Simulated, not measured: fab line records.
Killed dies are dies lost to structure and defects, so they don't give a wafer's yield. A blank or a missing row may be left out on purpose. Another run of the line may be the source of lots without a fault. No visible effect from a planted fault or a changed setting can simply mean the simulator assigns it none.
Which tool is to blame? | flow n5 finfet | 24 lots with 72 wafers sampled at 6 steps, on a route of 1938 steps

WHAT EACH GAUGE READ, for each wafer
N5_BEOL_M9_CD_MEAS_11: target cd 64.1 nm.
lot  | measured     | on        | cd nm (nm)
L076 | day 14 00:41 | cd sem-02 | 63.8 64.4 63.8
L074 | day 14 04:07 | cd sem-03 | 65.1 64.8 64.2
L075 | day 14 07:06 | cd sem-02 | 63.1 64.6 64.8
L077 | day 14 15:25 | cd sem-02 | 65.4 64.7 65.5
L079 | day 14 15:26 | cd sem-01 | 64.3 65.0 64.5
L078 | day 14 15:07 | cd sem-01 | 63.8 63.9 64.7
L081 | day 15 01:50 | cd sem-02 | 65.0 63.8 63.3
L080 | day 15 11:21 | cd sem-02 | 65.1 64.5 65.0
L083 | day 15 11:36 | cd sem-01 | 63.7 65.2 65.2
L082 | day 15 15:43 | cd sem-01 | 63.9 64.1 63.0
L085 | day 15 18:35 | cd sem-02 | 64.3 63.9 62.9
L084 | day 16 06:21 | cd sem-01 | 64.0 64.3 64.8
L086 | day 16 07:08 | cd sem-01 | 64.3 63.4 64.8
L089 | day 17 01:13 | cd sem-01 | 64.5 62.9 64.2
L091 | day 17 01:26 | cd sem-02 | 64.0 62.8 64.4
L088 | day 17 11:11 | cd sem-01 | 64.5 64.3 63.4
L087 | day 17 10:50 | cd sem-03 | 65.0 65.3 65.0
L092 | day 17 13:34 | cd sem-03 | 63.6 65.2 64.6
L090 | day 17 15:33 | cd sem-01 | 64.4 64.3 64.6
L093 | day 18 10:28 | cd sem-01 | 64.5 64.0 64.3
L094 | day 18 17:03 | cd sem-01 | 64.2 64.4 63.9
L095 | day 18 22:25 | cd sem-02 | 65.0 64.8 64.0
L096 | day 19 00:43 | cd sem-03 | 64.9 64.6 64.3
L097 | day 19 11:56 | cd sem-03 | 63.1 65.3 63.8

TOOL THAT RAN EACH LOT (tool first, then ch and the chambers of the sampled wafers, then the start)
lot  | N5_BEOL_M8_PECVD_70             | N5_BEOL_M8_ETCH_72                 | N5_BEOL_M8_ETCH_41                            | N5_BEOL_M8_PRE_CLEAN_45      | N5_BEOL_M8_SPUTTER_48
L076 | pecvd-03 ch 1,2, day 13 15:19   | rie diel-01 ch 0,2,3, day 13 19:44 | rie diel-01 ch 0,2,3, day 13 20:50 or earlier | pvd sputter-03, day 13 20:50 | pvd sputter-02, day 13 21:28
L074 | pecvd-01 ch 0,2, day 13 17:45   | rie diel-01 ch 0,1, day 13 21:10   | rie diel-01 ch 0,1, day 13 23:34 or earlier   | pvd sputter-03, day 13 23:34 | pvd sputter-01, day 14 00:17
L075 | pecvd-02 ch 0,1,2, day 13 19:16 | rie diel-05 ch 0,1, day 14 00:14   | rie diel-05 ch 0,1, day 14 01:11 or earlier   | pvd sputter-03, day 14 01:11 | pvd sputter-03, day 14 03:26
L077 | pecvd-01 ch 0,1,2, day 13 22:05 | rie diel-01 ch 1,2,3, day 14 06:47 | rie diel-01 ch 1,2,3, day 14 09:40 or earlier | pvd sputter-03, day 14 09:40 | pvd sputter-03, day 14 10:58
L079 | pecvd-03 ch 1,2, day 13 22:42   | rie diel-04 ch 1,2,3, day 14 09:09 | rie diel-04 ch 1,2,3, day 14 10:20 or earlier | pvd sputter-03, day 14 10:20 | pvd sputter-03, day 14 11:08
L078 | pecvd-01 ch 0,1,2, day 13 22:43 | rie diel-05 ch 0,2, day 14 06:34   | rie diel-05 ch 0,2, day 14 09:31 or earlier   | pvd sputter-03, day 14 09:31 | pvd sputter-03, day 14 10:49
L081 | pecvd-02 ch 1,2, day 14 17:36   | rie diel-04 ch 0,2, day 14 19:59   | rie diel-04 ch 0,2, day 14 21:19 or earlier   | pvd sputter-03, day 14 21:19 | pvd sputter-03, day 14 22:03
L080 | pecvd-02 ch 1,2, day 15 00:10   | rie diel-05 ch 0,3, day 15 05:59   | rie diel-05 ch 0,3, day 15 07:07 or earlier   | pvd sputter-03, day 15 07:07 | pvd sputter-02, day 15 07:45
L083 | pecvd-02 ch 0,1,2, day 15 03:52 | rie diel-05 ch 1,2,3, day 15 06:26 | rie diel-05 ch 1,2,3, day 15 07:43 or earlier | pvd sputter-03, day 15 07:43 | pvd sputter-03, day 15 08:24
L082 | pecvd-03 ch 0,1,2, day 15 04:47 | rie diel-04 ch 1,2,3, day 15 11:22 | rie diel-04 ch 1,2,3, day 15 12:40 or earlier | pvd sputter-01, day 15 12:40 | pvd sputter-01, day 15 13:35
L085 | pecvd-02 ch 0,1,2, day 15 09:37 | rie diel-01 ch 1,2,3, day 15 13:49 | rie diel-01 ch 1,2,3, day 15 14:51 or earlier | pvd sputter-02, day 15 14:51 | pvd sputter-02, day 15 15:37
L084 | pecvd-03 ch 0,2, day 15 17:10   | rie diel-01 ch 0,1, day 15 22:23   | rie diel-01 ch 0,1, day 15 23:33 or earlier   | pvd sputter-03, day 15 23:33 | pvd sputter-02, day 16 00:33
L086 | pecvd-01 ch 0,1, day 15 20:07   | rie diel-05 ch 1,2, day 16 01:05   | rie diel-05 ch 1,2, day 16 02:05 or earlier   | pvd sputter-03, day 16 02:05 | pvd sputter-01, day 16 02:53
L089 | pecvd-03 ch 1,2, day 16 15:34   | rie diel-01 ch 0,1,2, day 16 19:26 | rie diel-01 ch 0,1,2, day 16 20:41 or earlier | pvd sputter-03, day 16 20:41 | pvd sputter-01, day 16 21:22
L091 | pecvd-02 ch 1,2, day 16 17:25   | rie diel-01 ch 0,1,2, day 16 19:57 | rie diel-01 ch 0,1,2, day 16 21:17 or earlier | pvd sputter-01, day 16 21:17 | pvd sputter-03, day 16 22:03
L088 | pecvd-01 ch 1,2, day 16 23:43   | rie diel-04 ch 1,2,3, day 17 04:02 | rie diel-04 ch 1,2,3, day 17 05:25 or earlier | pvd sputter-03, day 17 05:25 | pvd sputter-01, day 17 06:59
L087 | pecvd-03 ch 0,1,2, day 16 23:44 | rie diel-01 ch 0,1,2, day 17 04:17 | rie diel-01 ch 0,1,2, day 17 05:25 or earlier | pvd sputter-02, day 17 05:25 | pvd sputter-01, day 17 06:35
L092 | pecvd-03 ch 0,1, day 17 04:01   | rie diel-01 ch 1,2, day 17 07:01   | rie diel-01 ch 1,2, day 17 08:11 or earlier   | pvd sputter-02, day 17 08:11 | pvd sputter-02, day 17 10:04
L090 | pecvd-02 ch 1,2, day 17 05:44   | rie diel-01 ch 0,2, day 17 10:28   | rie diel-01 ch 0,2, day 17 11:52 or earlier   | pvd sputter-01, day 17 11:52 | pvd sputter-01, day 17 12:47
L093 | pecvd-02 ch 2, day 18 00:53     | rie diel-05 ch 0,2,3, day 18 05:15 | rie diel-05 ch 0,2,3, day 18 06:41 or earlier | pvd sputter-01, day 18 06:41 | pvd sputter-01, day 18 07:26
L094 | pecvd-02 ch 0,2, day 18 08:53   | rie diel-04 ch 0,2,3, day 18 11:19 | rie diel-04 ch 0,2,3, day 18 12:42 or earlier | pvd sputter-03, day 18 12:42 | pvd sputter-01, day 18 13:25
L095 | pecvd-01 ch 0,2, day 18 14:14   | rie diel-01 ch 2,3, day 18 16:54   | rie diel-01 ch 2,3, day 18 19:34 or earlier   | pvd sputter-02, day 18 19:34 | pvd sputter-02, day 18 20:17
L096 | pecvd-02 ch 0,2, day 18 14:43   | rie diel-05 ch 0,1,3, day 18 19:14 | rie diel-05 ch 0,1,3, day 18 20:34 or earlier | pvd sputter-03, day 18 20:34 | pvd sputter-03, day 18 21:16
L097 | pecvd-01 ch 1,2, day 19 00:52   | rie diel-05 ch 1,2,3, day 19 05:29 | rie diel-05 ch 1,2,3, day 19 06:34 or earlier | pvd sputter-01, day 19 06:34 | pvd sputter-03, day 19 07:46
- N5_BEOL_M8_PECVD_70: deposits SiO2 from TEOS/O2, target thk 20 nm, time 22.7 s.
- N5_BEOL_M8_ETCH_72: etches underlayer in N2/H2, target depth 6.5 nm, time 5.2 s.
- N5_BEOL_M8_ETCH_41: etches SiCN in CH3F/O2, target depth 31.9 nm, time 57.8 s.
- N5_BEOL_M8_PRE_CLEAN_45: time 30 s.
- N5_BEOL_M8_SPUTTER_48: material Cu, target thk 10 nm, time 1.667 s.

WHAT THE TOOLS THEMSELVES READ (means of the sampled wafers that have a number; where no wafer has one, the mark that the record gives instead)
N5_BEOL_M8_PECVD_70.
lot  | tool     | heater power outer w (W) | heater power w (W) | showerhead plenum p Torr (Torr) | throttle valve pct (%)
L076 | pecvd-03 | 417                      | 684                | 8.82                            | 22.8
L074 | pecvd-01 | 321                      | 573                | 8.80                            | 21.9
L075 | pecvd-02 | 426                      | 718                | 8.77                            | 22.7
L077 | pecvd-01 | 375                      | 666                | 8.84                            | 21.9
L079 | pecvd-03 | 396                      | 690                | 8.85                            | 22.1
L078 | pecvd-01 | 380                      | 666                | 8.81                            | 22.1
L081 | pecvd-02 | 404                      | 710                | 8.79                            | 22.6
L080 | pecvd-02 | 384                      | 678                | 8.78                            | 22.6
L083 | pecvd-02 | 418                      | 694                | 8.79                            | 22.8
L082 | pecvd-03 | 377                      | 630                | 8.80                            | 22.7
L085 | pecvd-02 | 436                      | 742                | 8.78                            | 22.8
L084 | pecvd-03 | 394                      | 674                | 8.87                            | 22.0
L086 | pecvd-01 | 412                      | 731                | 8.85                            | 22.1
L089 | pecvd-03 | 411                      | 679                | 8.80                            | 22.9
L091 | pecvd-02 | 386                      | 670                | 8.78                            | 22.7
L088 | pecvd-01 | 418                      | 732                | 8.86                            | 21.4
L087 | pecvd-03 | 406                      | 667                | 8.81                            | 22.9
L092 | pecvd-03 | 346                      | 571                | 8.75                            | 23.1
L090 | pecvd-02 | 453                      | 762                | 8.79                            | 22.7
L093 | pecvd-02 | 355                      | 649                | 8.81                            | 22.6
L094 | pecvd-02 | 408                      | 715                | 8.80                            | 22.7
L095 | pecvd-01 | 342                      | 605                | 8.80                            | 22.1
L096 | pecvd-02 | 428                      | 745                | 8.79                            | 22.8
L097 | pecvd-01 | 344                      | 608                | 8.85                            | 21.3

N5_BEOL_M8_ETCH_72.
lot  | tool        | drypump motor current A (A) | etch rf on time s (s) | oes product au (a.u.) | rf vpp V (V) | showerhead plenum p Torr (Torr) | throttle valve pct (%)
L076 | rie diel-01 | 6.1                         | 5.23                  | 0.61                  | 523.8        | 2.57                            | 17.88
L074 | rie diel-01 | 6.0                         | 5.24                  | 0.73                  | 524.7        | 2.55                            | 17.91
L075 | rie diel-05 | 6.0                         | 5.03                  | 0.71                  | 527.1        | 2.68                            | 17.92
L077 | rie diel-01 | 6.0                         | 5.23                  | 0.65                  | 522.7        | 2.50                            | 17.79
L079 | rie diel-04 | 5.9                         | 5.16                  | 0.74                  | 524.3        | 2.57                            | 17.82
L078 | rie diel-05 | 5.7                         | 5.21                  | 0.66                  | 527.3        | 2.62                            | 17.56
L081 | rie diel-04 | 5.3                         | 5.13                  | 0.72                  | 522.5        | 2.51                            | 17.81
L080 | rie diel-05 | 6.4                         | 5.07                  | 0.68                  | 527.0        | 2.65                            | 17.52
L083 | rie diel-05 | 6.2                         | 5.16                  | 0.69                  | 527.6        | 2.64                            | 17.86
L082 | rie diel-04 | 5.9                         | 5.16                  | 0.73                  | 525.3        | 2.57                            | 17.82
L085 | rie diel-01 | 6.0                         | 5.18                  | 0.64                  | 522.5        | 2.49                            | 17.80
L084 | rie diel-01 | 6.1                         | 5.20                  | 0.67                  | 525.0        | 2.61                            | 18.06
L086 | rie diel-05 | 6.1                         | 5.17                  | 0.69                  | 527.5        | 2.65                            | 18.09
L089 | rie diel-01 | 5.9                         | 5.16                  | 0.73                  | 523.5        | 2.55                            | 17.84
L091 | rie diel-01 | 5.9                         | 5.18                  | 0.73                  | 523.2        | 2.55                            | 17.83
L088 | rie diel-04 | 5.9                         | 5.13                  | 0.70                  | 524.7        | 2.56                            | 17.83
L087 | rie diel-01 | 5.9                         | 5.17                  | 0.72                  | 523.7        | 2.55                            | 17.85
L092 | rie diel-01 | 5.7                         | 5.07                  | 0.78                  | 522.1        | 2.49                            | 17.64
L090 | rie diel-01 | 6.0                         | 5.25                  | 0.68                  | 525.4        | 2.62                            | 17.96
L093 | rie diel-05 | 6.1                         | 5.21                  | 0.65                  | 525.5        | 2.61                            | 17.65
L094 | rie diel-04 | 5.5                         | 5.01                  | 0.71                  | 522.5        | 2.53                            | 17.75
L095 | rie diel-01 | 5.8                         | 5.16                  | 0.78                  | 522.8        | 2.50                            | 17.50
L096 | rie diel-05 | 6.2                         | 5.05                  | 0.66                  | 526.7        | 2.65                            | 17.76
L097 | rie diel-05 | 6.2                         | 5.22                  | 0.65                  | 526.7        | 2.62                            | 17.92

N5_BEOL_M8_ETCH_41.
lot  | tool        | drypump motor current A (A) | oes product au (a.u.) | rf vpp V (V) | showerhead plenum p Torr (Torr) | throttle valve pct (%)
L076 | rie diel-01 | 6.1                         | 0.72                  | 297.5        | 2.02                            | 16.28
L074 | rie diel-01 | 6.0                         | 0.85                  | 298.0        | 2.00                            | 16.21
L075 | rie diel-05 | 6.0                         | 0.82                  | 299.4        | 2.11                            | 16.30
L077 | rie diel-01 | 6.0                         | 0.75                  | 296.9        | 1.96                            | 16.21
L079 | rie diel-04 | 5.9                         | 0.87                  | 297.7        | 2.02                            | 16.16
L078 | rie diel-05 | 5.7                         | 0.77                  | 298.3        | 2.07                            | 16.11
L081 | rie diel-04 | 5.3                         | 0.84                  | 297.9        | 1.95                            | 16.14
L080 | rie diel-05 | 6.4                         | 0.79                  | 299.5        | 2.11                            | 16.20
L083 | rie diel-05 | 6.2                         | 0.81                  | 298.9        | 2.07                            | 16.26
L082 | rie diel-04 | 5.9                         | 0.85                  | 297.3        | 2.02                            | 16.18
L085 | rie diel-01 | 6.0                         | 0.74                  | 296.6        | 1.96                            | 16.23
L084 | rie diel-01 | 6.1                         | 0.80                  | 298.7        | 2.05                            | 16.32
L086 | rie diel-05 | 6.1                         | 0.80                  | 299.3        | 2.07                            | 16.33
L089 | rie diel-01 | 5.9                         | 0.85                  | 296.9        | 2.00                            | 16.18
L091 | rie diel-01 | 5.9                         | 0.86                  | 298.2        | 2.00                            | 16.19
L088 | rie diel-04 | 5.9                         | 0.83                  | 298.0        | 2.02                            | 16.20
L087 | rie diel-01 | 5.9                         | 0.85                  | 297.8        | 2.00                            | 16.19
L092 | rie diel-01 | 5.7                         | 0.91                  | 296.6        | 1.96                            | 16.02
L090 | rie diel-01 | 6.0                         | 0.80                  | 298.3        | 2.06                            | 16.29
L093 | rie diel-05 | 6.0                         | 0.76                  | 298.3        | 2.06                            | 16.22
L094 | rie diel-04 | 5.5                         | 0.82                  | 296.3        | 1.97                            | 16.14
L095 | rie diel-01 | 5.8                         | 0.92                  | 296.3        | 1.96                            | 15.91
L096 | rie diel-05 | 6.2                         | 0.76                  | 298.8        | 2.10                            | 16.32
L097 | rie diel-05 | 6.2                         | 0.77                  | 298.4        | 2.06                            | 16.33

N5_BEOL_M8_PRE_CLEAN_45.
lot  | tool           | heater power w (W)
L076 | pvd sputter-03 | 327
L074 | pvd sputter-03 | 340
L075 | pvd sputter-03 | 325
L077 | pvd sputter-03 | 320
L079 | pvd sputter-03 | 348
L078 | pvd sputter-03 | 367
L081 | pvd sputter-03 | 332
L080 | pvd sputter-03 | 355
L083 | pvd sputter-03 | 365
L082 | pvd sputter-01 | 309
L085 | pvd sputter-02 | 331
L084 | pvd sputter-03 | 339
L086 | pvd sputter-03 | 362
L089 | pvd sputter-03 | 367
L091 | pvd sputter-01 | 330
L088 | pvd sputter-03 | 334
L087 | pvd sputter-02 | 287
L092 | pvd sputter-02 | 302
L090 | pvd sputter-01 | 331
L093 | pvd sputter-01 | 299
L094 | pvd sputter-03 | 323
L095 | pvd sputter-02 | 337
L096 | pvd sputter-03 | 364
L097 | pvd sputter-01 | 299

N5_BEOL_M8_SPUTTER_48.
lot  | tool           | throttle valve pct (%)
L076 | pvd sputter-02 | 30.4
L074 | pvd sputter-01 | 30.8
L075 | pvd sputter-03 | 30.4
L077 | pvd sputter-03 | 28.8
L079 | pvd sputter-03 | 30.3
L078 | pvd sputter-03 | 30.0
L081 | pvd sputter-03 | 29.9
L080 | pvd sputter-02 | 30.0
L083 | pvd sputter-03 | 28.5
L082 | pvd sputter-01 | 30.2
L085 | pvd sputter-02 | 30.2
L084 | pvd sputter-02 | 30.4
L086 | pvd sputter-01 | 30.1
L089 | pvd sputter-01 | 29.1
L091 | pvd sputter-03 | 29.9
L088 | pvd sputter-01 | 31.2
L087 | pvd sputter-01 | 30.9
L092 | pvd sputter-02 | 29.6
L090 | pvd sputter-01 | 31.2
L093 | pvd sputter-01 | 30.7
L094 | pvd sputter-01 | 31.3
L095 | pvd sputter-02 | 29.5
L096 | pvd sputter-03 | 29.7
L097 | pvd sputter-03 | 30.7

THE ANSWER, worked out from the rows above alone
Rule: what is usual is taken from the lots themselves. Put in order of their means at a reading, lots are off if they are a third of the lots or fewer, leave a main group of 4 or more, and stand apart from it by a gap of 3 or more times the standard deviation of the main group's means; of several such gaps the widest counts. A main group whose means are all the same, to the digits that the tables above print for the reading, isn't used. A lot without any number at a reading at which 4 lots or more have one is off too. The other lots that the step has rows for count as sound. After the gauges, taken in route order, come the tools' own readings; for these a lot's mean is taken, as printed above. At the first step where some lot is off, the reading lying furthest off is the one used; lots without a number count as furthest.
Across all readings shown, no lot is off: no conclusion can be drawn from this.

WHAT THE SIMULATOR HAD PUT IN
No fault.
